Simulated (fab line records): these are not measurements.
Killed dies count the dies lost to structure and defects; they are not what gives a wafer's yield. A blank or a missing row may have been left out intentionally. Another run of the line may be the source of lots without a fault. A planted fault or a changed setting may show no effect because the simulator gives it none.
fab line records :: flow n5Finfet
[record]
  lots = 11
  wafers = 33
  lastDay = 18
route steps=1938 shown BEOL_M11@1570 PASSIVATION@1936
lots with no fault: from the same line, run without faults
startH: start of the lot's first displayed wafer, in hours after the record's first day :: waitH: hours elapsed since this lot's preceding step :: " as in the row above :: L1.1+2: a row that stands for several wafers :: - no value present, or no start provided :: * or withheld: withheld :: < > ~ a bound
route shown NAME@n: names a module that has steps shown in the file, with the first one's number in the route :: usual: mean/standard deviation of fault-free wafers :: same: alike in all rows :: chamber/n: place in a boat :: sites: each site's reading :: _std_site: standard deviation across them :: _edge_site: inner sites' mean taken away from outer sites' mean :: radiusMm: how far each site lies from the wafer's centre :: mask NAME#n: copy n :: behind: the most recent tool/chamber to have shaped the wafer :: hold: why the lot went on hold/how many hours it stayed there/how the hold came to an end :: device: transistor that didn't switch, given as n, p or np :: end of line: tests of these same wafers at the route's end :: a step without rows: its recipe alone :: killed: count of dies lost to structure and defects at first sort (not the wafer's yield) :: map: per-die view of a wafer (x killed, . not killed, _ where there is no die)
set.NAME: the run value of the setting; set.NAME@STEP: its run value at that earlier step :: model.NAME: the simulator's own value behind a step, which no gauge read
the route's steps for a sample of lots (tables are steps, rows are wafers)
services: a tool's chamber out of use, with start hour (startH, from the record's first day; less than 0 if before it), hours out, and reason
[[steps]]
[step N5_BEOL_M11_INSPECT_30]
[recipe]
  mode = adi
  inspectInstrument = brightfield
[usual]
  rawDefectCount = 434/110
lot.wafer: L543.2
tool: defectInspect-02
chamber: -
startH: 228.32
waitH: 0.0
rawDefectCount: 322

lot.wafer: L543.3
tool: defectInspect-02
chamber: -
startH: 228.32
waitH: 0.0
rawDefectCount: 329

lot.wafer: L543.4
tool: defectInspect-02
chamber: -
startH: 228.32
waitH: 0.0
rawDefectCount: 262

lot.wafer: L546.3
tool: defectInspect-01
chamber: -
startH: 246.73
waitH: 0.0
rawDefectCount: 465

lot.wafer: L546.5
tool: defectInspect-01
chamber: -
startH: 246.73
waitH: 0.0
rawDefectCount: 510

lot.wafer: L546.6
tool: defectInspect-01
chamber: -
startH: 246.73
waitH: 0.0
rawDefectCount: 592

lot.wafer: L547.1
tool: defectInspect-01
chamber: -
startH: 253.23
waitH: 0.0
rawDefectCount: 262

lot.wafer: L547.4
tool: defectInspect-01
chamber: -
startH: 253.23
waitH: 0.0
rawDefectCount: 323

lot.wafer: L547.5
tool: defectInspect-01
chamber: -
startH: 253.23
waitH: 0.0
rawDefectCount: 494

lot.wafer: L553.1
tool: defectInspect-02
chamber: -
startH: 272.29
waitH: 0.0
rawDefectCount: 380

lot.wafer: L553.3
tool: defectInspect-02
chamber: -
startH: 272.29
waitH: 0.0
rawDefectCount: 384

lot.wafer: L553.6
tool: defectInspect-02
chamber: -
startH: 272.29
waitH: 0.0
rawDefectCount: 473

lot.wafer: L549.2
tool: defectInspect-01
chamber: -
startH: 272.46
waitH: 0.0
rawDefectCount: 376

lot.wafer: L549.5
tool: defectInspect-01
chamber: -
startH: 272.46
waitH: 0.0
rawDefectCount: 432

lot.wafer: L549.6
tool: defectInspect-01
chamber: -
startH: 272.46
waitH: 0.0
rawDefectCount: 450

lot.wafer: L559.1
tool: defectInspect-01
chamber: -
startH: 321.19
waitH: 0.0
rawDefectCount: 435

lot.wafer: L559.2
tool: defectInspect-01
chamber: -
startH: 321.19
waitH: 0.0
rawDefectCount: 301

lot.wafer: L559.3
tool: defectInspect-01
chamber: -
startH: 321.19
waitH: 0.0
rawDefectCount: 405

lot.wafer: L564.1
tool: defectInspect-01
chamber: -
startH: 339.50
waitH: 0.0
rawDefectCount: 447

lot.wafer: L564.2
tool: defectInspect-01
chamber: -
startH: 339.50
waitH: 0.0
rawDefectCount: 496

lot.wafer: L564.3
tool: defectInspect-01
chamber: -
startH: 339.50
waitH: 0.0
rawDefectCount: 576

lot.wafer: L562.1
tool: defectInspect-01
chamber: -
startH: 343.78
waitH: 0.0
rawDefectCount: 487

lot.wafer: L562.4
tool: defectInspect-01
chamber: -
startH: 343.78
waitH: 0.0
rawDefectCount: 533

lot.wafer: L562.6
tool: defectInspect-01
chamber: -
startH: 343.78
waitH: 0.0
rawDefectCount: 456

lot.wafer: L563.1
tool: defectInspect-02
chamber: -
startH: 351.01
waitH: 0.0
rawDefectCount: 292

lot.wafer: L563.2
tool: defectInspect-02
chamber: -
startH: 351.01
waitH: 0.0
rawDefectCount: 294

lot.wafer: L563.3
tool: defectInspect-02
chamber: -
startH: 351.01
waitH: 0.0
rawDefectCount: 303

lot.wafer: L565.1
tool: defectInspect-02
chamber: -
startH: 361.05
waitH: 0.0
rawDefectCount: 601

lot.wafer: L565.3
tool: defectInspect-02
chamber: -
startH: 361.05
waitH: 0.0
rawDefectCount: 517

lot.wafer: L565.4
tool: defectInspect-02
chamber: -
startH: 361.05
waitH: 0.0
rawDefectCount: 493

lot.wafer: L560.3
tool: defectInspect-02
chamber: -
startH: 379.66
waitH: 0.0
rawDefectCount: 354

lot.wafer: L560.4
tool: defectInspect-02
chamber: -
startH: 379.66
waitH: 0.0
rawDefectCount: 521

lot.wafer: L560.6
tool: defectInspect-02
chamber: -
startH: 379.66
waitH: 0.0
rawDefectCount: 483
[step N5_BEOL_M11_DESCUM_33]
[recipe]
  chemistry = O2
  timeS = 7.9
  sourcePowerW = 50
  biasPowerW = 20
  pressureMtorr = 20
  rfFrequencyHz = 2.712e+07
  tempC = 40
  resist = CAR-ArF
  o2FlowSccm = 225
[usual]
  drypumpMotorCurrentA = 5.8/0.45
  oesProductAu = 0.79/0.071
  rfVppV = 243.1/1.5
  showerheadPlenumPTorr = 2.09/0.081
  throttleValvePct = 20.44/0.2
lot.wafer: L543.2
tool: rieDiel-05
chamber: 0
startH: 228.35
waitH: 0.0
drypumpMotorCurrentA: 6.3
oesProductAu: 0.85
rfHoursCounterH: 63
rfVppV: 244.2
showerheadPlenumPTorr: 2.04
throttleValvePct: 20.68

lot.wafer: L543.3
tool: rieDiel-05
chamber: 2
startH: 228.35
waitH: 0.0
drypumpMotorCurrentA: 5.4
oesProductAu: 0.84
rfHoursCounterH: 83
rfVppV: 244.7
showerheadPlenumPTorr: 2.21
throttleValvePct: 20.37

lot.wafer: L543.4
tool: rieDiel-05
chamber: 3
startH: 228.35
waitH: 0.0
drypumpMotorCurrentA: 5.4
oesProductAu: 0.69
rfHoursCounterH: 245
rfVppV: 242.5
showerheadPlenumPTorr: 2.06
throttleValvePct: 20.33

lot.wafer: L546.3
tool: rieDiel-04
chamber: 1
startH: 246.77
waitH: 0.0
drypumpMotorCurrentA: 5.4
oesProductAu: 0.83
rfHoursCounterH: 70
rfVppV: 242.3
showerheadPlenumPTorr: 2.03
throttleValvePct: 20.76

lot.wafer: L546.5
tool: rieDiel-04
chamber: 1
startH: 246.77
waitH: 0.0
drypumpMotorCurrentA: 5.4
oesProductAu: 0.83
rfHoursCounterH: -
rfVppV: 241.9
showerheadPlenumPTorr: 2.03
throttleValvePct: 20.75

lot.wafer: L546.6
tool: rieDiel-04
chamber: 2
startH: 246.77
waitH: 0.0
drypumpMotorCurrentA: 4.7
oesProductAu: 0.71
rfHoursCounterH: -
rfVppV: 243.8
showerheadPlenumPTorr: 2.16
throttleValvePct: 20.23

lot.wafer: L547.1
tool: rieDiel-05
chamber: 1
startH: 253.26
waitH: 0.0
drypumpMotorCurrentA: 5.3
oesProductAu: 0.85
rfHoursCounterH: 78
rfVppV: 245.1
showerheadPlenumPTorr: 2.21
throttleValvePct: 20.24

lot.wafer: L547.4
tool: rieDiel-05
chamber: 0
startH: 253.26
waitH: 0.0
drypumpMotorCurrentA: 6.3
oesProductAu: 0.84
rfHoursCounterH: -
rfVppV: 240.9
showerheadPlenumPTorr: 2.04
throttleValvePct: 20.69

lot.wafer: L547.5
tool: rieDiel-05
chamber: 1
startH: 253.26
waitH: 0.0
drypumpMotorCurrentA: 5.3
oesProductAu: 0.85
rfHoursCounterH: -
rfVppV: 245.6
showerheadPlenumPTorr: 2.21
throttleValvePct: 20.25

lot.wafer: L553.1
tool: rieDiel-03
chamber: 1
startH: 272.33
waitH: 0.0
drypumpMotorCurrentA: 6.0
oesProductAu: 0.71
rfHoursCounterH: 217
rfVppV: 241.3
showerheadPlenumPTorr: 1.99
throttleValvePct: 20.49

lot.wafer: L553.3
tool: rieDiel-03
chamber: 2
startH: 272.33
waitH: 0.0
drypumpMotorCurrentA: 6.1
oesProductAu: 0.81
rfHoursCounterH: 97
rfVppV: 243.6
showerheadPlenumPTorr: 2.10
throttleValvePct: 20.20

lot.wafer: L553.6
tool: rieDiel-03
chamber: 0
startH: 272.33
waitH: 0.0
drypumpMotorCurrentA: 5.4
oesProductAu: 0.73
rfHoursCounterH: -
rfVppV: 242.8
showerheadPlenumPTorr: 2.08
throttleValvePct: 20.58

lot.wafer: L549.2
tool: rieDiel-05
chamber: 2
startH: 272.50
waitH: 0.0
drypumpMotorCurrentA: 5.4
oesProductAu: 0.82
rfHoursCounterH: 100
rfVppV: 245.0
showerheadPlenumPTorr: 2.20
throttleValvePct: 20.41

lot.wafer: L549.5
tool: rieDiel-05
chamber: 0
startH: 272.50
waitH: 0.0
drypumpMotorCurrentA: 6.3
oesProductAu: 0.82
rfHoursCounterH: -
rfVppV: 242.0
showerheadPlenumPTorr: 2.03
throttleValvePct: 20.69

lot.wafer: L549.6
tool: rieDiel-05
chamber: 1
startH: 272.50
waitH: 0.0
drypumpMotorCurrentA: 5.3
oesProductAu: 0.83
rfHoursCounterH: -
rfVppV: 243.8
showerheadPlenumPTorr: 2.20
throttleValvePct: 20.26

lot.wafer: L559.1
tool: rieDiel-03
chamber: 0
startH: 322.01
waitH: 0.8
drypumpMotorCurrentA: 5.4
oesProductAu: 0.71
rfHoursCounterH: 196
rfVppV: 242.9
showerheadPlenumPTorr: 2.07
throttleValvePct: 20.62

lot.wafer: L559.2
tool: rieDiel-03
chamber: 2
startH: 322.01
waitH: 0.8
drypumpMotorCurrentA: 6.1
oesProductAu: 0.79
rfHoursCounterH: 111
rfVppV: 243.7
showerheadPlenumPTorr: 2.10
throttleValvePct: 20.25

lot.wafer: L559.3
tool: rieDiel-03
chamber: 3
startH: 322.01
waitH: 0.8
drypumpMotorCurrentA: 6.1
oesProductAu: 0.86
rfHoursCounterH: 65
rfVppV: 245.6
showerheadPlenumPTorr: 2.21
throttleValvePct: 20.52

lot.wafer: L564.1
tool: rieDiel-03
chamber: 3
startH: 339.54
waitH: 0.0
drypumpMotorCurrentA: 6.1
oesProductAu: 0.84
rfHoursCounterH: 72
rfVppV: 246.0
showerheadPlenumPTorr: 2.21
throttleValvePct: 20.55

lot.wafer: L564.2
tool: rieDiel-03
chamber: 2
startH: 339.54
waitH: 0.0
drypumpMotorCurrentA: 6.2
oesProductAu: 0.78
rfHoursCounterH: 118
rfVppV: 244.4
showerheadPlenumPTorr: 2.10
throttleValvePct: 20.24

lot.wafer: L564.3
tool: rieDiel-03
chamber: 1
startH: 339.54
waitH: 0.0
drypumpMotorCurrentA: 6.0
oesProductAu: 0.69
rfHoursCounterH: 246
rfVppV: 241.7
showerheadPlenumPTorr: 1.98
throttleValvePct: 20.52

lot.wafer: L562.1
tool: rieDiel-04
chamber: 0
startH: 343.81
waitH: 0.0
drypumpMotorCurrentA: 6.3
oesProductAu: 0.70
rfHoursCounterH: 211
rfVppV: 243.2
showerheadPlenumPTorr: 2.08
throttleValvePct: 20.42

lot.wafer: L562.4
tool: rieDiel-04
chamber: 3
startH: 343.81
waitH: 0.0
drypumpMotorCurrentA: 6.0
oesProductAu: 0.71
rfHoursCounterH: 193
rfVppV: 239.6
showerheadPlenumPTorr: 1.99
throttleValvePct: 20.38

lot.wafer: L562.6
tool: rieDiel-04
chamber: 3
startH: 343.81
waitH: 0.0
drypumpMotorCurrentA: 6.0
oesProductAu: 0.71
rfHoursCounterH: -
rfVppV: 241.8
showerheadPlenumPTorr: 1.99
throttleValvePct: 20.39

lot.wafer: L563.1
tool: rieDiel-03
chamber: 1
startH: 351.04
waitH: 0.0
drypumpMotorCurrentA: 6.0
oesProductAu: 0.69
rfHoursCounterH: 250
rfVppV: 240.9
showerheadPlenumPTorr: 1.98
throttleValvePct: 20.53

lot.wafer: L563.2
tool: rieDiel-03
chamber: 0
startH: 351.04
waitH: 0.0
drypumpMotorCurrentA: 5.4
oesProductAu: 0.72
rfHoursCounterH: 208
rfVppV: 242.3
showerheadPlenumPTorr: 2.07
throttleValvePct: 20.62

lot.wafer: L563.3
tool: rieDiel-03
chamber: 3
startH: 351.04
waitH: 0.0
drypumpMotorCurrentA: 6.0
oesProductAu: 0.84
rfHoursCounterH: 77
rfVppV: 244.7
showerheadPlenumPTorr: 2.21
throttleValvePct: 20.56

lot.wafer: L565.1
tool: rieDiel-05
chamber: 1
startH: 361.08
waitH: 0.0
drypumpMotorCurrentA: 5.3
oesProductAu: 0.79
rfHoursCounterH: 119
rfVppV: 244.9
showerheadPlenumPTorr: 2.19
throttleValvePct: 20.29

lot.wafer: L565.3
tool: rieDiel-05
chamber: 0
startH: 361.08
waitH: 0.0
drypumpMotorCurrentA: 6.3
oesProductAu: 0.79
rfHoursCounterH: 115
rfVppV: 241.3
showerheadPlenumPTorr: 2.02
throttleValvePct: 20.75

lot.wafer: L565.4
tool: rieDiel-05
chamber: 2
startH: 361.08
waitH: 0.0
drypumpMotorCurrentA: 5.4
oesProductAu: 0.79
rfHoursCounterH: 133
rfVppV: 243.3
showerheadPlenumPTorr: 2.19
throttleValvePct: 20.46

lot.wafer: L560.3
tool: rieDiel-04
chamber: 2
startH: 379.96
waitH: 0.3
drypumpMotorCurrentA: 4.7
oesProductAu: 0.70
rfHoursCounterH: 223
rfVppV: 244.2
showerheadPlenumPTorr: 2.15
throttleValvePct: 20.26

lot.wafer: L560.4
tool: rieDiel-04
chamber: 0
startH: 379.96
waitH: 0.3
drypumpMotorCurrentA: 6.3
oesProductAu: 0.70
rfHoursCounterH: 226
rfVppV: 242.8
showerheadPlenumPTorr: 2.07
throttleValvePct: 20.45

lot.wafer: L560.6
tool: rieDiel-04
chamber: 1
startH: 379.96
waitH: 0.3
drypumpMotorCurrentA: 5.4
oesProductAu: 0.79
rfHoursCounterH: -
rfVppV: 241.5
showerheadPlenumPTorr: 2.02
throttleValvePct: 20.80
[step N5_BEOL_M11_DEGAS_44]
[recipe]
  ambient = vacuum
  tempC = 250
  timeS = 60
[usual]
  heaterPowerW = 300/34
  susceptorTempC = 249.98/0.17
lot.wafer: L543.2
tool: pvdSputter-02
chamber: -
startH: 229.55
waitH: 0.3
heaterPowerW: 299
susceptorTempC: 250.17

lot.wafer: L543.3
tool: pvdSputter-02
chamber: -
startH: 229.55
waitH: 0.3
heaterPowerW: 322
susceptorTempC: 250.07

lot.wafer: L543.4
tool: pvdSputter-02
chamber: -
startH: 229.55
waitH: 0.3
heaterPowerW: 322
susceptorTempC: 250.04

lot.wafer: L546.3
tool: pvdSputter-03
chamber: -
startH: 248.06
waitH: 0.4
heaterPowerW: 290
susceptorTempC: 249.96

lot.wafer: L546.5
tool: pvdSputter-03
chamber: -
startH: 248.06
waitH: 0.4
heaterPowerW: 303
susceptorTempC: 249.62

lot.wafer: L546.6
tool: pvdSputter-03
chamber: -
startH: 248.06
waitH: 0.4
heaterPowerW: 252
susceptorTempC: 249.97

lot.wafer: L547.1
tool: pvdSputter-03
chamber: -
startH: 254.29
waitH: 0.3
heaterPowerW: 292
susceptorTempC: 250.02

lot.wafer: L547.4
tool: pvdSputter-03
chamber: -
startH: 254.29
waitH: 0.3
heaterPowerW: 265
susceptorTempC: 249.89

lot.wafer: L547.5
tool: pvdSputter-03
chamber: -
startH: 254.29
waitH: 0.3
heaterPowerW: 286
susceptorTempC: 249.63

lot.wafer: L553.1
tool: pvdSputter-03
chamber: -
startH: 273.53
waitH: 0.5
heaterPowerW: 329
susceptorTempC: 250.07

lot.wafer: L553.3
tool: pvdSputter-03
chamber: -
startH: 273.53
waitH: 0.5
heaterPowerW: 255
susceptorTempC: 247.83

lot.wafer: L553.6
tool: pvdSputter-03
chamber: -
startH: 273.53
waitH: 0.5
heaterPowerW: 299
susceptorTempC: 249.74

lot.wafer: L549.2
tool: pvdSputter-03
chamber: -
startH: 274.01
waitH: 0.6
heaterPowerW: 325
susceptorTempC: 250.16

lot.wafer: L549.5
tool: pvdSputter-03
chamber: -
startH: 274.01
waitH: 0.6
heaterPowerW: 258
susceptorTempC: 247.78

lot.wafer: L549.6
tool: pvdSputter-03
chamber: -
startH: 274.01
waitH: 0.6
heaterPowerW: 295
susceptorTempC: 250.03

lot.wafer: L559.1
tool: pvdSputter-01
chamber: -
startH: 324.68
waitH: 1.9
heaterPowerW: 267
susceptorTempC: 250.17

lot.wafer: L559.2
tool: pvdSputter-01
chamber: -
startH: 324.68
waitH: 1.9
heaterPowerW: 365
susceptorTempC: 250.09

lot.wafer: L559.3
tool: pvdSputter-01
chamber: -
startH: 324.68
waitH: 1.9
heaterPowerW: 250
susceptorTempC: 249.81

lot.wafer: L564.1
tool: pvdSputter-01
chamber: -
startH: 340.57
waitH: 0.3
heaterPowerW: 375
susceptorTempC: 249.75

lot.wafer: L564.2
tool: pvdSputter-01
chamber: -
startH: 340.57
waitH: 0.3
heaterPowerW: 319
susceptorTempC: 250.09

lot.wafer: L564.3
tool: pvdSputter-01
chamber: -
startH: 340.57
waitH: 0.3
heaterPowerW: 261
susceptorTempC: 250.25

lot.wafer: L562.1
tool: pvdSputter-02
chamber: -
startH: 344.93
waitH: 0.4
heaterPowerW: 332
susceptorTempC: 249.77

lot.wafer: L562.4
tool: pvdSputter-02
chamber: -
startH: 344.93
waitH: 0.4
heaterPowerW: 315
susceptorTempC: 250.06

lot.wafer: L562.6
tool: pvdSputter-02
chamber: -
startH: 344.93
waitH: 0.4
heaterPowerW: 328
susceptorTempC: 250.01

lot.wafer: L563.1
tool: pvdSputter-03
chamber: -
startH: 352.10
waitH: 0.3
heaterPowerW: 291
susceptorTempC: 250.12

lot.wafer: L563.2
tool: pvdSputter-03
chamber: -
startH: 352.10
waitH: 0.3
heaterPowerW: 262
susceptorTempC: 249.84

lot.wafer: L563.3
tool: pvdSputter-03
chamber: -
startH: 352.10
waitH: 0.3
heaterPowerW: 328
susceptorTempC: 249.96

lot.wafer: L565.1
tool: pvdSputter-03
chamber: -
startH: 362.48
waitH: 0.5
heaterPowerW: 284
susceptorTempC: 249.69

lot.wafer: L565.3
tool: pvdSputter-03
chamber: -
startH: 362.48
waitH: 0.5
heaterPowerW: 324
susceptorTempC: 249.98

lot.wafer: L565.4
tool: pvdSputter-03
chamber: -
startH: 362.48
waitH: 0.5
heaterPowerW: 305
susceptorTempC: 249.75

lot.wafer: L560.3
tool: pvdSputter-03
chamber: -
startH: 381.08
waitH: 0.3
heaterPowerW: 321
susceptorTempC: 249.90

lot.wafer: L560.4
tool: pvdSputter-03
chamber: -
startH: 381.08
waitH: 0.3
heaterPowerW: 265
susceptorTempC: 249.83

lot.wafer: L560.6
tool: pvdSputter-03
chamber: -
startH: 381.08
waitH: 0.3
heaterPowerW: 262
susceptorTempC: 249.81
[step N5_BEOL_M11_DEP_56]
[recipe]
  material = SiCN
  targetThkA = 300
  tempC = withheld
  precursor = 3MS/NH3
  pressureTorr = 3
  rfW = 675
  timeS = 10.5
[usual]
  showerheadPlenumPTorr = 4.148/0.024
  throttleValvePct = 17.7/0.71
lot.wafer: L543.2
tool: pecvd-02
chamber: 2
startH: 231.69
waitH: 0.0
showerheadPlenumPTorr: 4.130
throttleValvePct: 16.9

lot.wafer: L543.3
tool: pecvd-02
chamber: 1
startH: 231.69
waitH: 0.0
showerheadPlenumPTorr: 4.199
throttleValvePct: 19.2

lot.wafer: L543.4
tool: pecvd-02
chamber: 0
startH: 231.69
waitH: 0.0
showerheadPlenumPTorr: 4.127
throttleValvePct: 18.3

lot.wafer: L546.3
tool: pecvd-01
chamber: 1
startH: 249.69
waitH: 0.0
showerheadPlenumPTorr: 4.189
throttleValvePct: 18.4

lot.wafer: L546.5
tool: pecvd-01
chamber: 0
startH: 249.69
waitH: 0.0
showerheadPlenumPTorr: 4.148
throttleValvePct: 17.9

lot.wafer: L546.6
tool: pecvd-01
chamber: 2
startH: 249.69
waitH: 0.0
showerheadPlenumPTorr: 4.129
throttleValvePct: 17.2

lot.wafer: L547.1
tool: pecvd-02
chamber: 2
startH: 256.98
waitH: 0.0
showerheadPlenumPTorr: 4.136
throttleValvePct: 17.1

lot.wafer: L547.4
tool: pecvd-02
chamber: 2
startH: 256.98
waitH: 0.0
showerheadPlenumPTorr: 4.138
throttleValvePct: 16.6

lot.wafer: L547.5
tool: pecvd-02
chamber: 0
startH: 256.98
waitH: 0.0
showerheadPlenumPTorr: 4.126
throttleValvePct: 18.3

lot.wafer: L553.1
tool: pecvd-04
chamber: 1
startH: 275.08
waitH: 0.0
showerheadPlenumPTorr: 4.148
throttleValvePct: 17.1

lot.wafer: L553.3
tool: pecvd-04
chamber: 0
startH: 275.08
waitH: 0.0
showerheadPlenumPTorr: 4.132
throttleValvePct: 17.7

lot.wafer: L553.6
tool: pecvd-04
chamber: 0
startH: 275.08
waitH: 0.0
showerheadPlenumPTorr: 4.139
throttleValvePct: 17.9

lot.wafer: L549.2
tool: pecvd-01
chamber: 2
startH: 275.79
waitH: 0.0
showerheadPlenumPTorr: 4.129
throttleValvePct: 17.2

lot.wafer: L549.5
tool: pecvd-01
chamber: 0
startH: 275.79
waitH: 0.0
showerheadPlenumPTorr: 4.166
throttleValvePct: 18.2

lot.wafer: L549.6
tool: pecvd-01
chamber: 2
startH: 275.79
waitH: 0.0
showerheadPlenumPTorr: 4.115
throttleValvePct: 17.2

lot.wafer: L559.1
tool: pecvd-01
chamber: 2
startH: 326.80
waitH: 0.0
showerheadPlenumPTorr: 4.132
throttleValvePct: 17.4

lot.wafer: L559.2
tool: pecvd-01
chamber: 0
startH: 326.80
waitH: 0.0
showerheadPlenumPTorr: 4.148
throttleValvePct: 17.9

lot.wafer: L559.3
tool: pecvd-01
chamber: 1
startH: 326.80
waitH: 0.0
showerheadPlenumPTorr: 4.204
throttleValvePct: 18.4

lot.wafer: L564.1
tool: pecvd-01
chamber: 0
startH: 343.50
waitH: 0.0
showerheadPlenumPTorr: 4.146
throttleValvePct: 18.1

lot.wafer: L564.2
tool: pecvd-01
chamber: 1
startH: 343.50
waitH: 0.0
showerheadPlenumPTorr: 4.186
throttleValvePct: 18.4

lot.wafer: L564.3
tool: pecvd-01
chamber: 2
startH: 343.50
waitH: 0.0
showerheadPlenumPTorr: 4.128
throttleValvePct: 17.2

lot.wafer: L562.1
tool: pecvd-01
chamber: 1
startH: 347.25
waitH: 0.0
showerheadPlenumPTorr: 4.200
throttleValvePct: 18.4

lot.wafer: L562.4
tool: pecvd-01
chamber: 0
startH: 347.25
waitH: 0.0
showerheadPlenumPTorr: 4.147
throttleValvePct: 18.0

lot.wafer: L562.6
tool: pecvd-01
chamber: 1
startH: 347.25
waitH: 0.0
showerheadPlenumPTorr: 4.204
throttleValvePct: 18.3

lot.wafer: L563.1
tool: pecvd-04
chamber: 2
startH: 353.68
waitH: 0.0
showerheadPlenumPTorr: 4.152
throttleValvePct: 17.0

lot.wafer: L563.2
tool: pecvd-04
chamber: 1
startH: 353.68
waitH: 0.0
showerheadPlenumPTorr: 4.143
throttleValvePct: 17.1

lot.wafer: L563.3
tool: pecvd-04
chamber: 0
startH: 353.68
waitH: 0.0
showerheadPlenumPTorr: 4.143
throttleValvePct: 17.5

lot.wafer: L565.1
tool: pecvd-02
chamber: 1
startH: 365.19
waitH: 0.0
showerheadPlenumPTorr: 4.185
throttleValvePct: 19.2

lot.wafer: L565.3
tool: pecvd-02
chamber: 0
startH: 365.19
waitH: 0.0
showerheadPlenumPTorr: 4.128
throttleValvePct: 18.6

lot.wafer: L565.4
tool: pecvd-02
chamber: 2
startH: 365.19
waitH: 0.0
showerheadPlenumPTorr: 4.133
throttleValvePct: 16.9

lot.wafer: L560.3
tool: pecvd-02
chamber: 2
startH: 383.29
waitH: 0.0
showerheadPlenumPTorr: 4.122
throttleValvePct: 17.1

lot.wafer: L560.4
tool: pecvd-02
chamber: 2
startH: 383.29
waitH: 0.0
showerheadPlenumPTorr: 4.136
throttleValvePct: 17.0

lot.wafer: L560.6
tool: pecvd-02
chamber: 1
startH: 383.29
waitH: 0.0
showerheadPlenumPTorr: 4.187
throttleValvePct: 19.4
[step N5_PASSIVATION_PROBE_49]
[usual]
  defectLimitedYield = 91.2/1.4
  killed_at_M0_to_M3 = 34/9.4
  killed_at_M4_up = 13/5.8
  killedAtContacts = 13/6.4
  killedAtFrontEnd = 41/11
  killedAtOther = 3.1/2.3
  killedDies = 103/16
  killedOpen = 69/12
  killedShort = 33/7.8
  sort_bin_5_function = 5.1/0.91
  sort_bin_6_memory = 3.3/0.63
  sortNPass = 1077/16
  sortYieldPct = 91.2/1.4
[same]
  grossDies = 1180
  killedAtBackSide = 0
  sort_bin_4_leakage[%] = 0
  sort_bin_8_speed[%] = 0
lot.wafer: L560.3
tool: prober-01
chamber: -
startH: 426.02
waitH: 0.1
defectLimitedYield[%]: 90.9
killed_at_M0_to_M3: 28
killed_at_M4_up: 8
killedAtContacts: 6
killedAtFrontEnd: 59
killedAtOther: 6
killedDies: 107
killedOpen: 72
killedShort: 35
sort_bin_5_function[%]: 5.7
sort_bin_6_memory[%]: 3.2
sortNPass: 1073
sortYieldPct[%]: 90.9

lot.wafer: L560.4
tool: prober-01
chamber: -
startH: 426.07
waitH: 0.2
defectLimitedYield[%]: 91.4
killed_at_M0_to_M3: 33
killed_at_M4_up: 16
killedAtContacts: 2
killedAtFrontEnd: 45
killedAtOther: 6
killedDies: 102
killedOpen: 57
killedShort: 42
sort_bin_5_function[%]: 4.6
sort_bin_6_memory[%]: 3.9
sortNPass: 1078
sortYieldPct[%]: 91.4

lot.wafer: L560.6
tool: prober-01
chamber: -
startH: 426.17
waitH: 0.3
defectLimitedYield[%]: 91.3
killed_at_M0_to_M3: 38
killed_at_M4_up: 10
killedAtContacts: 6
killedAtFrontEnd: 45
killedAtOther: 4
killedDies: 103
killedOpen: 67
killedShort: 32
sort_bin_5_function[%]: 5.3
sort_bin_6_memory[%]: 2.6
sortNPass: 1077
sortYieldPct[%]: 91.3
// killed by level:class
L560.3 FIN_SAQP:geometricParticle:open=23 FIN_SAQP:geometricParticle:short=11 BEOL_M2:geometricParticle:open=9 STI_FIN_REVEAL:geometricParticle:open=8 BEOL_M1:geometricParticle:open=8 MOL_CONTACT_COAG:geometricParticle:open=6 DUMMY_GATE:geometricParticle:short=4 DUMMY_GATE:geometricParticle:open=4
L560.4 FIN_SAQP:geometricParticle:short=11 FIN_SAQP:geometricParticle:open=10 GATE_CUT:geometricParticle:short=7 BEOL_M0_SAQP:geometricParticle:open=7 BEOL_M2:geometricParticle:open=6 BEOL_M0_SAQP:geometricParticle:short=6 BEOL_M4:geometricParticle:open=5 BEOL_M4:geometricParticle:short=5
L560.6 FIN_SAQP:geometricParticle:open=15 BEOL_M0_SAQP:geometricParticle:open=9 BEOL_M2:geometricParticle:open=8 GATE_CUT:geometricParticle:short=7 BEOL_M0_SAQP:geometricParticle:short=6 BEOL_M1:geometricParticle:open=6 MOL_CONTACT_COAG:geometricParticle:open=5 STI_FIN_REVEAL:geometricParticle:open=4
[[services]]
tool: rieDiel-04
chamber: 3
startH: 210.71
hours: 1.6
kind: repair

tool: pecvd-02
chamber: 0
startH: 222.07
hours: 5.5
kind: scheduledDown

tool: pecvd-02
chamber: -
startH: 227.83
hours: 0.8
kind: repair

tool: pecvd-04
chamber: 2
startH: 239.49
hours: 10.0
kind: repair

tool: rieDiel-05
chamber: 3
startH: 242.10
hours: -
kind: clean

tool: rieDiel-05
chamber: 3
startH: 242.10
hours: -
kind: consumableReplace:focusRing

tool: rieDiel-05
chamber: 3
startH: 242.10
hours: 27.1
kind: scheduledDown

tool: rieDiel-05
chamber: 3
startH: 242.10
hours: 27.1
kind: ventCycle

tool: rieDiel-05
chamber: 1
startH: 245.40
hours: 1.7
kind: repair

tool: pecvd-02
chamber: 1
startH: 254.31
hours: 5.5
kind: scheduledDown

tool: rieDiel-04
chamber: 2
startH: 270.32
hours: 2.7
kind: repair

tool: pecvd-01
chamber: 1
startH: 273.93
hours: 5.5
kind: scheduledDown

tool: rieDiel-04
chamber: 2
startH: 293.38
hours: 3.7
kind: repair

tool: pecvd-01
chamber: 0
startH: 308.57
hours: 10.3
kind: repair

tool: pecvd-04
chamber: -
startH: 324.79
hours: 6.0
kind: pm

tool: pecvd-01
chamber: -
startH: 334.76
hours: 2.8
kind: pm

tool: pvdSputter-03
chamber: -
startH: 340.49
hours: 2.0
kind: repair

tool: rieDiel-03
chamber: 1
startH: 352.01
hours: -
kind: clean

tool: rieDiel-03
chamber: 1
startH: 352.01
hours: -
kind: consumableReplace:focusRing

tool: rieDiel-03
chamber: 1
startH: 352.01
hours: -
kind: consumableReplace:showerhead

tool: rieDiel-03
chamber: 1
startH: 352.01
hours: 10.5
kind: scheduledDown

tool: pecvd-01
chamber: 0
startH: 364.00
hours: 5.5
kind: scheduledDown

tool: rieDiel-03
chamber: -
startH: 370.21
hours: 10.0
kind: pm

tool: rieDiel-04
chamber: 2
startH: 373.47
hours: 3.8
kind: repair
[[key]]
[firstSign]
  step = N5_BEOL_M11_DEGAS_44
  reading = susceptorTempC
  direction = down
  sigmas = 13
  usual = *
  struck = *
effect none on later readings
metAt N5_BEOL_M11_DEGAS_44
struckLots L549,L553
struckWafers L549.5,L553.3
notActingAt N5_BEOL_M11_INSPECT_30,N5_BEOL_M11_DESCUM_33,N5_BEOL_M11_DEP_56
onsetBetween 254.29 273.53
[fault]
  kind = processParameterDrift
  tool = pvdSputter-03
  chamber = -
  onsetH = 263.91
  steps = N5_BEOL_M11_DEGAS_44
  channel = tempC
  offset = *
  shape = step
  endH = 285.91
  actsIn = *
  stated = *
  scope = struckWafersOnly
